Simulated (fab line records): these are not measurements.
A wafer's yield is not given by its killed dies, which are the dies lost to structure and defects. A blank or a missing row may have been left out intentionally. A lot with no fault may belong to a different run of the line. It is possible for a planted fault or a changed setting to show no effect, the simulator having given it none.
Comparing a struck lot with a sound one    flow n5_finfet    13 steps out of a route of 1938
Sound: the wafers L586.2, L586.3, L586.4. Wafers struck: L595.2, L595.3, L595.4. Last of all comes the cause.
Order at every step that has rows: each side's tool, ch and its chambers, its first start. Under that, the readings that differ: sound wafers    struck wafers    difference of the means    sigmas: that difference in standard deviations of wafers without a fault.
alike: readings with means less than 2 such deviations apart, plus words and numbers identical on both sides. not compared: withheld readings, readings lacking a value on some wafer, bounds such as >300 that could conceal the same value, and numbers that have no deviation in the record and whose values overlap.
Wherever a step has rows on one side only, a row that says differs or no value, or a row with sigmas, the two part there. Numbers that don't overlap but have no deviation are shown without sigmas and don't part them. Lack of a reading on every wafer of one side parts them only where that side has two or more wafers.

first, 11 steps without rows for these wafers: N5_BEOL_M6_DESCUM_33 (chemistry O2, time 7 s); N5_BEOL_M6_ETCH_72 (etches underlayer in N2/H2, target depth 6.5 nm, time 5.2 s); N5_BEOL_M6_ETCH_65 (etches SiARC in CF4, target depth 15.6 nm, time 26 s); N5_BEOL_M6_ETCH_66 (etches SOC in N2/H2, target depth 80 nm, overetch 16 nm, time 120 s); N5_BEOL_M6_STRIP_69 (strips in N2/H2); N5_BEOL_M6_STRIP_73 (strips in N2/H2); N5_BEOL_M6_VIA_ETCH_34 (etches SiCOH lowk in C4F6/O2, target depth 126.3 nm, time 50.9 s); N5_BEOL_M6_STRIP_76 (strips in C4F6/O2); N5_BEOL_M6_STRIP_36 (strips in N2/H2); N5_BEOL_M6_TRENCH_ETCH_37 (etches SiCOH lowk in C4F6/O2, target depth 94.435 nm, time 31.5 s); N5_BEOL_M6_ETCH_41 (etches SiCN in CH3F/O2, target depth 29.7 nm, time 52 s).
N5_BEOL_M6_STRIP_80: strips in N2/H2, time 10 s.
  sound on rie_diel-03 ch 0,2,3, day 10 05:35; struck on rie_diel-03 ch 0,2,3, day 12 00:49
  no value came back on the struck wafers for any of 8 readings (bias_power_w (W), chamber_pressure_mTorr (mTorr) and others); on the sound wafers bias_power_w (W) reads 7.009 7.025 7.006
-- the record jumps here: 4 days lie between the struck wafers' starts before and after (it left off in module BEOL_M6 and takes up again in module PASSIVATION, whose first step shown is number 1936 of the route) --
N5_PASSIVATION_PROBE_49:
  record: rows for the struck wafers here (prober-02, day 15 19:32), none for the sound ones

## WHERE THEY PART
Last at N5_PASSIVATION_PROBE_49 as far as this record goes, first at N5_BEOL_M6_STRIP_80.

WHY: what the simulator had put in
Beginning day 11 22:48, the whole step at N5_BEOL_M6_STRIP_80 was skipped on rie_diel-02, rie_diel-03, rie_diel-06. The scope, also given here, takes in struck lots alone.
